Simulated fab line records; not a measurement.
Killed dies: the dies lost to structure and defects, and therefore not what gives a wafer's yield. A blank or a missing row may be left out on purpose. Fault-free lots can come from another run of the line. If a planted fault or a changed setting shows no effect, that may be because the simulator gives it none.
Which of the tools did it? ; flow nand_harc ; 21 lots, 63 wafers sampled, at 6 steps of a route of 1159

## WHAT THE GAUGES READ, wafer by wafer
No reading from a measuring or inspecting step in the record can be judged against a usual standard deviation.

## TOOL THAT RAN EACH LOT (tool first, then ch and the chambers of the sampled wafers, then the start)
lot;NHARC_P_ZERO_WELL_RTA_42;NHARC_P_GATE_DESCUM_31;NHARC_P_GATE_ETCH_114;NHARC_P_GATE_DESCUM_61;NHARC_P_CONTACT_STRIP_28;NHARC_P_CONTACT_ALD_22
L074;rtp_anneal-02 ch 0, day 1 19:07;rie_diel-10 ch 0,1,3, day 4 20:31;rie_diel-10 ch 1,2,3, day 5 10:20 or earlier;rie_diel-10 ch 0,1, day 5 10:20;rie_diel-02 ch 1,3, day 5 17:51;ald_metal-04 ch 2,3, day 5 18:43
L075;rtp_anneal-02 ch 0, day 2 01:08;rie_diel-11 ch 0,2,3, day 4 20:20;rie_diel-11 ch 1,3, day 5 10:42 or earlier;rie_diel-10 ch 1,2,3, day 5 10:42;rie_diel-02 ch 0,1,3, day 5 19:03;ald_metal-03 ch 0,1,3, day 5 19:58
L076;rtp_anneal-01 ch 0, day 2 07:04;rie_diel-10 ch 0,1, day 5 12:50;rie_diel-10 ch 2,3, day 6 06:46 or earlier;rie_diel-11 ch 1,2,3, day 6 06:46;rie_diel-12 ch 1,2,3, day 6 14:22;ald_metal-03 ch 0,1,2, day 6 15:15
L077;rtp_anneal-02 ch 0, day 2 13:08;rie_diel-10 ch 1,3, day 5 12:29;rie_diel-10 ch 0,2, day 6 02:09 or earlier;rie_diel-11 ch 0,3, day 6 02:09;rie_diel-04 ch 2,3, day 6 09:34;ald_metal-02 ch 1,2,3, day 6 10:31
L078;rtp_anneal-02 ch 0, day 2 18:53;rie_diel-10 ch 0,2,3, day 5 12:44;rie_diel-10 ch 0,1,2, day 6 02:31 or earlier;rie_diel-11 ch 0,3, day 6 02:31;rie_diel-04 ch 2,3, day 6 10:32;ald_metal-04 ch 0,2,3, day 6 11:32
L079;rtp_anneal-02 ch 0, day 3 01:13;rie_diel-10 ch 0,1,3, day 6 02:07;rie_diel-10 ch 1,2,3, day 6 15:50 or earlier;rie_diel-08 ch 0,1,3, day 6 15:50;rie_diel-04 ch 0,1,3, day 6 23:26;ald_metal-04 ch 0,1,3, day 7 00:20
L080;rtp_anneal-02 ch 0, day 3 07:34;rie_diel-11 ch 1,2,3, day 6 02:46;rie_diel-11 ch 0,1,3, day 6 16:35 or earlier;rie_diel-08 ch 1,2,3, day 6 16:35;rie_diel-04 ch 0,1, day 7 00:30;ald_metal-04 ch 0,1,2, day 7 01:25
L081;rtp_anneal-01 ch 0, day 3 12:50;rie_diel-11 ch 0,1,3, day 6 09:50;rie_diel-11 ch 0,1,3, day 7 02:04 or earlier;rie_diel-11 ch 0,1, day 7 02:04;rie_diel-04 ch 1,2, day 7 09:11;ald_metal-03 ch 1,2,3, day 7 10:06
L083;rtp_anneal-01 ch 0, day 4 01:05;rie_diel-08 ch 0,1,2, day 7 04:10;rie_diel-08 ch 0,1,3, day 7 17:51 or earlier;rie_diel-08 ch 1,2,3, day 7 17:51;rie_diel-04 ch 1,2,3, day 8 01:04;ald_metal-04 ch 1,2,3, day 8 01:57
L084;rtp_anneal-02 ch 0, day 4 06:56;rie_diel-08 ch 0,1,2, day 7 04:41;rie_diel-08 ch 0,1,3, day 7 18:35 or earlier;rie_diel-11 ch 0,1,3, day 7 18:35;rie_diel-02 ch 0,1,2, day 8 01:54;ald_metal-02 ch 0,1,2, day 8 02:47
L085;rtp_anneal-02 ch 0, day 4 12:34;rie_diel-11 ch 0,1,3, day 7 12:58;rie_diel-11 ch 0,1,2, day 8 02:40 or earlier;rie_diel-08 ch 1,3, day 8 02:40;rie_diel-04 ch 0,2,3, day 8 10:25;ald_metal-04 ch 0,1,2, day 8 11:17
L086;rtp_anneal-02 ch 0, day 4 19:16;rie_diel-08 ch 0,1,2, day 8 01:58;rie_diel-08 ch 1,2, day 8 16:15 or earlier;rie_diel-08 ch 1,2,3, day 8 16:15;rie_diel-02 ch 0,1, day 8 23:34;ald_metal-04 ch 0,3, day 9 00:25
L088;rtp_anneal-01 ch 0, day 5 06:57;rie_diel-11 ch 0,3, day 8 02:50;rie_diel-11 ch 0,2, day 8 16:46 or earlier;rie_diel-08 ch 0,2, day 8 16:46;rie_diel-04 ch 0,1,2, day 9 00:48;ald_metal-03 ch 0,3, day 9 01:39
L090;rtp_anneal-01 ch 0, day 5 19:01;rie_diel-08 ch 1,2,3, day 8 16:37;rie_diel-08 ch 1,2,3, day 9 08:24 or earlier;rie_diel-11 ch 0,1,3, day 9 08:24;rie_diel-04 ch 1,2,3, day 9 16:01;ald_metal-04 ch 1,2,3, day 9 16:55
L091;rtp_anneal-01 ch 0, day 6 00:50;rie_diel-08 ch 0,2,3, day 8 17:36;rie_diel-08 ch 0,2,3, day 9 07:59 or earlier;rie_diel-11 ch 1,2,3, day 9 07:59;rie_diel-04 ch 1,3, day 9 15:35;ald_metal-02 ch 1,2,3, day 9 16:31
L092;rtp_anneal-02 ch 0, day 6 07:00;rie_diel-08 ch 0,2, day 9 12:12;rie_diel-08 ch 0,1,3, day 10 01:45 or earlier;rie_diel-10 ch 0,1,3, day 10 01:45;rie_diel-04 ch 1,3, day 10 09:22;ald_metal-03 ch 0,3, day 10 10:15
L093;rtp_anneal-02 ch 0, day 6 13:08;rie_diel-08 ch 0,1, day 9 11:45;rie_diel-08 ch 2,3, day 10 01:34 or earlier;rie_diel-08 ch 1,3, day 10 01:34;rie_diel-02 ch 0,1,3, day 10 09:11;ald_metal-04 ch 1,2, day 10 10:03
L094;rtp_anneal-02 ch 0, day 6 19:00;rie_diel-10 ch 1,2,3, day 9 16:44;rie_diel-10 ch 1,2,3, day 10 06:40 or earlier;rie_diel-08 ch 1,2,3, day 10 06:40;rie_diel-04 ch 0,2,3, day 10 14:02;ald_metal-02 ch 0,1,3, day 10 14:56
L095;rtp_anneal-02 ch 0, day 7 00:58;rie_diel-08 ch 2,3, day 9 23:01;rie_diel-08 ch 0,1,2, day 10 12:56 or earlier;rie_diel-10 ch 0,2, day 10 12:56;rie_diel-04 ch 0,1, day 10 20:30;ald_metal-02 ch 1,3, day 10 21:25
L096;rtp_anneal-01 ch 0, day 7 07:02;rie_diel-10 ch 1,2,3, day 9 23:43;rie_diel-10 ch 1,2, day 10 13:26 or earlier;rie_diel-08 ch 2,3, day 10 13:26;rie_diel-12 ch 0,1,3, day 10 21:14;ald_metal-04 ch 1,2, day 10 22:07
L097;rtp_anneal-02 ch 0, day 7 13:08;rie_diel-08 ch 1,2,3, day 10 11:26;rie_diel-08 ch 1,2,3, day 11 01:26 or earlier;rie_diel-08 ch 0,1, day 11 01:26;rie_diel-04 ch 2,3, day 11 09:06;ald_metal-04 ch 0,3, day 11 10:00
- NHARC_P_ZERO_WELL_RTA_42: time 300 s.
- NHARC_P_GATE_DESCUM_31: chemistry O2, time 3 s.
- NHARC_P_GATE_ETCH_114: etches the open film in CF4/O2, target depth 30 nm, overetch 3 nm, time 16.5 s.
- NHARC_P_GATE_DESCUM_61: chemistry O2, time 3 s.
- NHARC_P_CONTACT_STRIP_28: strips in O2.
- NHARC_P_CONTACT_ALD_22: deposits TiN, target thk 3 nm, pulse time 1 s, ald cycles 150.

## AS READ BY THE TOOLS THEMSELVES (means over the sampled wafers that have a number; for cases with no such wafer, the mark the record gives instead)
NHARC_P_ZERO_WELL_RTA_42. Usual: lamp_power_pct 35.1 %, standard deviation 0.34; lamp_zone_3_pct 35.1 %, standard deviation 0.34; wafer_temp_C_max 1106.0, standard deviation 2.3.
lot;tool;lamp_power_pct (%);lamp_zone_3_pct (%);wafer_temp_C_max;flag
L074;rtp_anneal-02;34.8;34.8;1107.0;
L075;rtp_anneal-02;34.9;34.9;1107.5;
L076;rtp_anneal-01;35.6;35.6;1102.5;
L077;rtp_anneal-02;34.9;34.9;1107.9;
L078;rtp_anneal-02;34.9;34.9;1107.2;
L079;rtp_anneal-02;34.9;34.9;1106.0;
L080;rtp_anneal-02;34.9;34.9;1106.3;
L081;rtp_anneal-01;35.6;35.6;1102.4;
L083;rtp_anneal-01;35.6;35.6;1103.3;
L084;rtp_anneal-02;34.8;34.8;1107.4;
L085;rtp_anneal-02;34.9;34.9;1108.4;
L086;rtp_anneal-02;34.9;34.9;1108.5;
L088;rtp_anneal-01;35.6;35.6;1103.7;
L090;rtp_anneal-01;35.6;35.6;1103.5;
L091;rtp_anneal-01;35.6;35.6;1103.3;
L092;rtp_anneal-02;34.9;34.9;1107.7;
L093;rtp_anneal-02;34.8;34.8;1108.2;
L094;rtp_anneal-02;34.8;34.8;1107.0;
L095;rtp_anneal-02;34.9;34.9;1107.7;
L096;rtp_anneal-01;35.5;35.5;1102.8;
L097;rtp_anneal-02;34.9;34.9;1107.4;

NHARC_P_GATE_DESCUM_31. Usual: drypump_motor_current_A 5.9 A, standard deviation 0.42; mfc_ar_sccm 0.011 sccm, standard deviation 0.014; oes_product_au 1.004 a.u., standard deviation 0.0075; rf_vpp_V 57.8 V, standard deviation 0.82; showerhead_plenum_p_Torr 1.91 Torr, standard deviation 0.076; throttle_valve_pct 11.311 %, standard deviation 0.0099.
lot;tool;drypump_motor_current_A (A);mfc_ar_sccm (sccm);oes_product_au (a.u.);rf_vpp_V (V);showerhead_plenum_p_Torr (Torr);throttle_valve_pct (%);flag
L074;rie_diel-10;5.6;0.014;0.997;58.4;1.91;11.313;
L075;rie_diel-11;6.2;0.010;1.009;58.6;1.91;11.307;
L076;rie_diel-10;5.6;0.014;1.007;57.5;1.90;11.306;
L077;rie_diel-10;5.3;0.029;0.998;58.4;1.88;11.321;
L078;rie_diel-10;5.6;0.006;1.007;58.9;1.96;11.306;
L079;rie_diel-10;5.5;0.014;0.996;57.7;1.91;11.319;
L080;rie_diel-11;6.2;0.001;1.017;58.1;1.94;11.315;
L081;rie_diel-11;6.3;0.010;1.005;57.9;1.89;11.303;
L083;rie_diel-08;6.0;0.005;1.005;58.1;1.91;11.303;
L084;rie_diel-08;6.0;0.005;1.001;57.4;1.91;11.315;
L085;rie_diel-11;6.2;0.010;1.006;57.7;1.89;11.304;
L086;rie_diel-08;6.0;0.005;1.004;58.0;1.91;11.321;
L088;rie_diel-11;6.2;0.019;0.999;57.9;1.86;11.315;
L090;rie_diel-08;6.0;0.008;1.000;58.3;1.91;11.309;
L091;rie_diel-08;5.7;0.013;0.995;58.2;1.87;11.308;
L092;rie_diel-08;5.8;0.009;1.000;58.3;1.86;11.314;
L093;rie_diel-08;6.2;0.005;1.005;58.0;1.98;11.306;
L094;rie_diel-10;5.4;0.021;1.000;58.3;1.92;11.316;
L095;rie_diel-08;5.6;0.016;1.001;58.5;1.88;11.316;
L096;rie_diel-10;5.4;0.021;1.001;57.8;1.92;11.307;
L097;rie_diel-08;5.9;0.008;1.005;57.1;1.91;11.310;

NHARC_P_GATE_ETCH_114. Usual: drypump_motor_current_A 5.9 A, standard deviation 0.43; mfc_ar_sccm 0.011 sccm, standard deviation 0.013; oes_product_au 1.004 a.u., standard deviation 0.0082; rf_vpp_V 197.8 V, standard deviation 1.3; showerhead_plenum_p_Torr 1.33 Torr, standard deviation 0.053; throttle_valve_pct 13.397 %, standard deviation 0.009.
lot;tool;drypump_motor_current_A (A);mfc_ar_sccm (sccm);oes_product_au (a.u.);rf_vpp_V (V);showerhead_plenum_p_Torr (Torr);throttle_valve_pct (%);flag
L074;rie_diel-10;5.4;0.021;1.005;197.4;1.34;13.400;
L075;rie_diel-11;6.4;0.002;1.009;198.4;1.36;13.396;
L076;rie_diel-10;5.4;0.013;0.993;198.7;1.38;13.395;
L077;rie_diel-10;5.6;0.006;1.001;198.0;1.36;13.408;
L078;rie_diel-10;5.4;0.021;0.999;198.1;1.34;13.397;
L079;rie_diel-10;5.4;0.021;1.006;197.6;1.34;13.398;
L080;rie_diel-11;6.3;0.010;1.009;198.2;1.32;13.389;
L081;rie_diel-11;6.2;0.010;1.009;197.3;1.32;13.400;
L083;rie_diel-08;5.9;0.013;1.007;198.2;1.36;13.395;
L084;rie_diel-08;5.9;0.013;1.005;198.5;1.36;13.394;
L085;rie_diel-11;6.1;0.009;1.006;197.1;1.31;13.389;
L086;rie_diel-08;6.3;0.000;1.008;198.1;1.36;13.397;
L088;rie_diel-11;6.1;0.009;0.999;197.2;1.32;13.392;
L090;rie_diel-08;5.9;0.008;1.008;198.1;1.33;13.400;
L091;rie_diel-08;5.7;0.013;0.999;197.2;1.31;13.396;
L092;rie_diel-08;5.9;0.013;1.003;198.3;1.36;13.399;
L093;rie_diel-08;5.7;0.008;1.000;196.4;1.28;13.389;
L094;rie_diel-10;5.4;0.021;1.001;197.2;1.34;13.400;
L095;rie_diel-08;6.0;0.005;1.012;197.2;1.33;13.396;
L096;rie_diel-10;5.2;0.027;1.007;197.6;1.34;13.403;
L097;rie_diel-08;5.9;0.008;1.013;197.1;1.33;13.399;

NHARC_P_GATE_DESCUM_61. Usual: drypump_motor_current_A 5.9 A, standard deviation 0.4; mfc_ar_sccm 0.010 sccm, standard deviation 0.013; oes_product_au 1.005 a.u., standard deviation 0.0074; rf_vpp_V 57.8 V, standard deviation 0.8; showerhead_plenum_p_Torr 1.91 Torr, standard deviation 0.075; throttle_valve_pct 11.310 %, standard deviation 0.0095.
lot;tool;drypump_motor_current_A (A);mfc_ar_sccm (sccm);oes_product_au (a.u.);rf_vpp_V (V);showerhead_plenum_p_Torr (Torr);throttle_valve_pct (%);flag
L074;rie_diel-10;5.4;0.029;1.005;58.1;1.86;11.304;
L075;rie_diel-10;5.4;0.021;0.999;57.4;1.93;11.307;
L076;rie_diel-11;6.2;0.001;1.014;57.7;1.94;11.310;
L077;rie_diel-11;6.3;0.019;1.000;57.9;1.86;11.317;
L078;rie_diel-11;6.4;0.011;1.006;57.2;1.92;11.303;
L079;rie_diel-08;5.9;0.013;1.007;58.0;1.95;11.315;
L080;rie_diel-08;5.9;0.008;1.011;57.7;1.91;11.309;
L081;rie_diel-11;6.1;0.018;0.998;57.4;1.83;11.317;
L083;rie_diel-08;6.0;0.008;1.009;57.2;1.91;11.303;
L084;rie_diel-11;6.3;0.010;1.002;58.0;1.89;11.315;
L085;rie_diel-08;5.9;0.016;1.008;58.5;1.96;11.319;
L086;rie_diel-08;5.9;0.008;0.998;57.6;1.91;11.302;
L088;rie_diel-08;5.8;0.009;1.002;58.0;1.86;11.309;
L090;rie_diel-11;6.3;0.010;0.999;57.6;1.89;11.310;
L091;rie_diel-11;6.3;0.001;0.999;58.4;1.94;11.309;
L092;rie_diel-10;5.5;0.014;1.002;58.1;1.90;11.310;
L093;rie_diel-08;5.9;0.016;1.010;57.3;1.95;11.307;
L094;rie_diel-08;5.9;0.008;1.010;57.3;1.91;11.306;
L095;rie_diel-10;5.4;0.013;1.007;58.1;1.95;11.311;
L096;rie_diel-08;5.7;0.008;1.007;57.9;1.83;11.302;
L097;rie_diel-08;6.0;0.009;1.000;57.7;1.94;11.321;

NHARC_P_CONTACT_STRIP_28. Usual: drypump_motor_current_A 5.8 A, standard deviation 0.51; mfc_ar_sccm 0.006 sccm, standard deviation 0.01; oes_product_au 0.997 a.u., standard deviation 0.0091; rf_vpp_V 57.7 V, standard deviation 0.87; showerhead_plenum_p_Torr 3.47 Torr, standard deviation 0.17; throttle_valve_pct 17.037 %, standard deviation 0.0094.
lot;tool;drypump_motor_current_A (A);mfc_ar_sccm (sccm);oes_product_au (a.u.);rf_vpp_V (V);showerhead_plenum_p_Torr (Torr);throttle_valve_pct (%);flag
L074;rie_diel-02;6.1;0.000;0.996;58.2;3.66;17.042;
L075;rie_diel-02;6.0;0.000;0.995;58.7;3.71;17.036;
L076;rie_diel-12;6.3;0.003;0.989;58.1;3.58;17.033;
L077;rie_diel-04;5.4;0.005;1.004;57.5;3.36;17.039;
L078;rie_diel-04;5.3;0.005;1.000;57.3;3.36;17.040;
L079;rie_diel-04;5.6;0.007;1.003;57.7;3.41;17.042;
L080;rie_diel-04;5.7;0.004;1.003;58.2;3.47;17.043;
L081;rie_diel-04;5.4;0.000;0.997;57.4;3.48;17.049;
L083;rie_diel-04;5.4;0.003;0.994;58.0;3.42;17.031;
L084;rie_diel-02;5.9;0.015;1.000;58.2;3.66;17.046;
L085;rie_diel-04;5.8;0.007;0.996;57.1;3.33;17.044;
L086;rie_diel-02;5.9;0.000;1.006;58.0;3.77;17.033;
L088;rie_diel-04;5.9;0.004;0.998;57.9;3.39;17.037;
L090;rie_diel-04;5.4;0.003;0.995;57.4;3.42;17.036;
L091;rie_diel-04;5.2;0.003;1.001;57.6;3.50;17.034;
L092;rie_diel-04;5.1;0.005;1.002;58.0;3.44;17.026;
L093;rie_diel-02;6.0;0.000;0.994;57.3;3.71;17.037;
L094;rie_diel-04;5.9;0.007;0.986;56.9;3.33;17.034;
L095;rie_diel-04;5.7;0.004;0.992;57.2;3.47;17.030;
L096;rie_diel-12;6.1;0.003;1.000;58.0;3.54;17.042;
L097;rie_diel-04;5.3;0.005;1.007;55.9;3.36;17.035;

NHARC_P_CONTACT_ALD_22. Usual: heater_power_w 1070 W, standard deviation 100; precursor_pulse_height_rel 0.999, standard deviation 0.021.
lot;tool;heater_power_w (W);precursor_pulse_height_rel;flag
L074;ald_metal-04;1167;0.973;
L075;ald_metal-03;1054;0.965;
L076;ald_metal-03;1067;1.016;
L077;ald_metal-02;1028;1.002;
L078;ald_metal-04;1133;1.005;
L079;ald_metal-04;1078;1.001;
L080;ald_metal-04;1063;0.990;
L081;ald_metal-03;995;1.014;
L083;ald_metal-04;1119;0.984;
L084;ald_metal-02;1065;1.019;
L085;ald_metal-04;1071;1.006;
L086;ald_metal-04;1159;0.989;
L088;ald_metal-03;1076;0.985;
L090;ald_metal-04;1124;0.989;
L091;ald_metal-02;993;0.999;
L092;ald_metal-03;1066;0.999;
L093;ald_metal-04;1102;0.992;
L094;ald_metal-02;1016;0.986;
L095;ald_metal-02;921;1.007;
L096;ald_metal-04;1110;1.012;
L097;ald_metal-04;1106;0.999;

## THE ANSWER, worked out from the rows above alone
Rule: a lot counts as off when the mean over its wafers that have a number is more than 3 standard deviations away from the usual mean. Also off: a lot with no number at a reading for which 4 or more lots have one. All remaining lots with rows at the step are treated as sound. The gauges are gone through in route order, then the tools' own readings, and for those a lot's mean is taken as printed above. At the first step where some lot is off, the reading lying furthest off is the one used; lots without a number count as furthest.
Across all readings shown, no lot is off: no conclusion can be drawn from this.

## WHAT HAD BEEN PUT IN BY THE SIMULATOR
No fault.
